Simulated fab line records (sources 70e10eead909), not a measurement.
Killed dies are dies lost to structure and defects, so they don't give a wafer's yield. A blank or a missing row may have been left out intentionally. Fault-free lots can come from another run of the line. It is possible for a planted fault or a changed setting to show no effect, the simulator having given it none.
Chamber matching :: flow nand harc :: rie diel-04 running NHARC_A_BONDPAD_ETCH_34: 4 sister chambers
The step etches the open film in N2/H2, target depth 60 nm, overetch 18 nm, time 65.91 s. 16 wafers are shown with their chamber, then 8 later ones without.

## WAFERS WITH THEIR CHAMBER
wafer: L630.1
chamber: 2
showerhead plenum p Torr (Torr): 2.14
drypump motor current A (A): 5.8
rf vpp V (V): 434

wafer: L630.3
chamber: 1
showerhead plenum p Torr (Torr): 2.08
drypump motor current A (A): 5.3
rf vpp V (V): 432

wafer: L630.4
chamber: 3
showerhead plenum p Torr (Torr): 2.19
drypump motor current A (A): 5.4
rf vpp V (V): 435

wafer: L632.2
chamber: 3
showerhead plenum p Torr (Torr): 2.19
drypump motor current A (A): 5.4
rf vpp V (V): 435

wafer: L632.4
chamber: 1
showerhead plenum p Torr (Torr): 2.08
drypump motor current A (A): 5.3
rf vpp V (V): 432

wafer: L632.5
chamber: 0
showerhead plenum p Torr (Torr): 2.20
drypump motor current A (A): 6.2
rf vpp V (V): 435

wafer: L635.1
chamber: 2
showerhead plenum p Torr (Torr): 2.14
drypump motor current A (A): 5.8
rf vpp V (V): 433

wafer: L635.4
chamber: 3
showerhead plenum p Torr (Torr): 2.19
drypump motor current A (A): 5.4
rf vpp V (V): 434

wafer: L635.6
chamber: 0
showerhead plenum p Torr (Torr): 2.20
drypump motor current A (A): 6.1
rf vpp V (V): 435

wafer: L639.3
chamber: 1
showerhead plenum p Torr (Torr): 2.08
drypump motor current A (A): 5.3
rf vpp V (V): 430

wafer: L639.5
chamber: 2
showerhead plenum p Torr (Torr): 2.13
drypump motor current A (A): 5.8
rf vpp V (V): 431

wafer: L639.6
chamber: 3
showerhead plenum p Torr (Torr): 2.19
drypump motor current A (A): 5.4
rf vpp V (V): 435

wafer: L641.1
chamber: 0
showerhead plenum p Torr (Torr): 2.20
drypump motor current A (A): 6.2
rf vpp V (V): 434

wafer: L641.5
chamber: 2
showerhead plenum p Torr (Torr): 2.13
drypump motor current A (A): 5.8
rf vpp V (V): 432

wafer: L641.6
chamber: 3
showerhead plenum p Torr (Torr): 2.19
drypump motor current A (A): 5.4
rf vpp V (V): 435

wafer: L642.1
chamber: 2
showerhead plenum p Torr (Torr): 2.13
drypump motor current A (A): 5.8
rf vpp V (V): 433

SIGNATURES (averages over the wafers above)
reading: showerhead plenum p Torr
chamber 0: 2.2000
chamber 1: 2.0800
chamber 2: 2.1340
chamber 3: 2.1900
scatter within a chamber: 0.00316

reading: drypump motor current A
chamber 0: 6.167
chamber 1: 5.300
chamber 2: 5.800
chamber 3: 5.400
scatter within a chamber: 0.0236

reading: rf vpp V
chamber 0: 434.67
chamber 1: 431.33
chamber 2: 432.60
chamber 3: 434.80
scatter within a chamber: 0.882
Rule: for each reading, subtract the chamber's mean from the wafer's reading, divide by that reading's scatter and square the result; add these up over the readings and take the root, which gives the wafer's distance from the chamber. If the next closest chamber is less than 2 further off than the closest, the wafer can't be placed; otherwise it belongs to the closest. How the scatter is found: for the shown wafers, subtract from each reading the mean of its chamber, square and add these, divide the total by (wafers less chambers), then take the root.

## WAFERS MISSING THEIR CHAMBER
wafer: L642.4
showerhead plenum p Torr (Torr): 2.19
drypump motor current A (A): 5.4
rf vpp V (V): 434

wafer: L642.5
showerhead plenum p Torr (Torr): 2.13
drypump motor current A (A): 5.8
rf vpp V (V): 432

wafer: L643.2
showerhead plenum p Torr (Torr): 2.08
drypump motor current A (A): 5.2
rf vpp V (V): 432

wafer: L643.3
showerhead plenum p Torr (Torr): 2.13
drypump motor current A (A): 5.8
rf vpp V (V): 434

wafer: L643.5
showerhead plenum p Torr (Torr): 2.19
drypump motor current A (A): 5.4
rf vpp V (V): 435

wafer: L646.2
showerhead plenum p Torr (Torr): 2.13
drypump motor current A (A): 5.8
rf vpp V (V): 433

wafer: L646.4
showerhead plenum p Torr (Torr): 2.19
drypump motor current A (A): 5.4
rf vpp V (V): 435

wafer: L646.5
showerhead plenum p Torr (Torr): 2.20
drypump motor current A (A): 6.2
rf vpp V (V): 435

## WHICH CHAMBER EACH WENT THROUGH
wafer: L642.4
from the rows above: 3
in truth: 3

wafer: L642.5
from the rows above: 2
in truth: 2

wafer: L643.2
from the rows above: 1
in truth: 1

wafer: L643.3
from the rows above: 2
in truth: 2

wafer: L643.5
from the rows above: 3
in truth: 3

wafer: L646.2
from the rows above: 2
in truth: 2

wafer: L646.4
from the rows above: 3
in truth: 3

wafer: L646.5
from the rows above: 0
in truth: 0
Placed correctly: 8 of 8. Left unplaced by these rows: 0. 0 placed wrongly.
